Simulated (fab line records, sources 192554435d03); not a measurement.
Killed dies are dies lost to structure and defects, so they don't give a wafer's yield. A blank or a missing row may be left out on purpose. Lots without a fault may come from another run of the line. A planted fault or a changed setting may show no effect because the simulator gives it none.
One fault seen from 3 desks | flow n5_finfet | each desk has only its own numbers; what lay behind them comes last

THE DEFECT DESK
What the inspections along the route counted, lot by lot: means of the sampled wafers that have a number. A lot is out of limits, marked OUT, if its mean lies more than 4 standard deviations from the usual mean; the brackets give that distance.
Columns: A = raw_defect_count at N5_BEOL_M12_INSPECT_30, usual 2.2
lot  | first seen here | A
L615 | day 10 22:53    | 3.3
L618 | day 11 08:49    | 1.7
L617 | day 11 12:09    | 2.3
L627 | day 14 06:06    | 1.7
L623 | day 14 09:07    | 2.3
L622 | day 14 11:31    | 1.7
L626 | day 14 14:03    | 2.3
L629 | day 15 12:16    | 3.3
L631 | day 16 00:08    | 2.7
This desk's finding: nothing out of limits on any of the 9 lots.

THE METROLOGY DESK
What the gauges read, lot by lot, whatever tool the lot ran on: means of the sampled wafers that have a number. A lot is out of limits, marked OUT, if its mean lies more than 4 standard deviations from the usual mean; the brackets give that distance. Of its 11 readings 7 are shown: the one that was out of limits first, and those that lie furthest out on some lot.
Columns: A = DIBL_N at N5_BEOL_M4_RC_MEAS_101, usual 36.4 mV/V; B = DIBL_P at N5_BEOL_M4_RC_MEAS_101, usual 35.8 mV/V; C = IOFF_N at N5_BEOL_M4_RC_MEAS_101, usual 0.154 nA/um; D = IOFF_P at N5_BEOL_M4_RC_MEAS_101, usual 0.21 nA/um; E = SS_P at N5_BEOL_M4_RC_MEAS_101, usual 73.2 mV/dec; F = VT_N at N5_BEOL_M4_RC_MEAS_101, usual 250.4 mV; G = trench_depth_nm at N5_BEOL_M12_OCD_MEAS_35, usual 319 nm
lot  | first seen here | A    | B    | C     | D    | E    | F     | G
L615 | day 8 03:09     | 37.8 | 37.2 | 0.165 | 0.24 | 73.3 | 250.6 | 319
L618 | day 8 09:25     | 36.6 | 37.5 | 0.166 | 0.20 | 73.5 | 248.9 | 321
L617 | day 8 18:55     | 36.5 | 36.2 | 0.156 | 0.18 | 73.2 | 251.5 | 320
L623 | day 11 06:26    | 35.8 | 35.6 | 0.133 | 0.18 | 73.0 | 253.7 | 318
L627 | day 11 06:43    | 38.8 | 38.4 | 0.192 | 0.25 | 74.6 | 246.4 | 316
L622 | day 11 07:40    | 36.5 | 37.3 | 0.145 | 0.22 | 73.0 | 251.0 | 322
L626 | day 11 12:22    | 36.4 | 36.3 | 0.146 | 0.18 | 73.3 | 251.6 | 314
L629 | day 12 19:08    | 35.5 | 36.4 | 0.159 | 0.20 | 73.5 | 250.3 | 0 (-80) OUT
L631 | day 12 21:00    | 35.9 | 35.2 | 0.149 | 0.24 | 72.8 | 253.0 | 0 (-80) OUT
This desk's finding: out of limits on L629, L631; first on L629, day 15 12:49 (trench_depth_nm at N5_BEOL_M12_OCD_MEAS_35). In limits: L615, L618, L617, L623, L627, L622, L626.

THE TOOL OWNER'S DESK: rie_diel-06
The tool's own readings at N5_BEOL_M12_TRENCH_ETCH_34 (etches SiOC in C4F8/O2/Ar, target depth 318.95 nm, time 125.5 s): means of the sampled wafers that have a number, for each lot that ran on this tool. A lot is out of limits, marked OUT, if its mean lies more than 4 standard deviations from the usual mean; the brackets give that distance. Of its 8 readings 7 are shown: those that lie furthest out on some lot.
Columns: A = C4F8_flow_sccm at N5_BEOL_M12_TRENCH_ETCH_34, usual 15.00 sccm; B = drypump_motor_current_A at N5_BEOL_M12_TRENCH_ETCH_34, usual 5.6 A; C = oes_product_au at N5_BEOL_M12_TRENCH_ETCH_34, usual 0.80 a.u.; D = rf_fwd_power_W at N5_BEOL_M12_TRENCH_ETCH_34, usual 2989 W; E = rf_vpp_V at N5_BEOL_M12_TRENCH_ETCH_34, usual 666 V; F = showerhead_plenum_p_Torr at N5_BEOL_M12_TRENCH_ETCH_34, usual 3.43 Torr; G = throttle_valve_pct at N5_BEOL_M12_TRENCH_ETCH_34, usual 24.26 %
lot  | first seen here | A     | B   | C    | D    | E   | F    | G
L618 | day 11 09:13    | 15.00 | 6.2 | 0.80 | 2988 | 664 | 3.36 | 24.19
L617 | day 11 12:33    | 14.99 | 6.0 | 0.78 | 2983 | 666 | 3.44 | 24.25
This desk's finding: nothing out of limits on any of the 2 lots.

PUT TOGETHER
The metrology desk could have raised an alarm at day 15 12:49, on L629, L631.
The defect desk saw nothing out of limits.
The tool owner's desk saw nothing out of limits.
The defect desk has L629, L631 on record, within its limits.
The tool owner's desk has no number on record for L629, L631.
Of the lots named, all ran N5_BEOL_M12_TRENCH_ETCH_34 on rie_diel-06.

WHAT THE SIMULATOR HAD PUT IN
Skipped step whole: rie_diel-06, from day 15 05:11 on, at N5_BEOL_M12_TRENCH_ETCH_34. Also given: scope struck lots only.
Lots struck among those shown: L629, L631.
Hours from the fault's start to each desk's first reading out of limits: the metrology desk, 8.
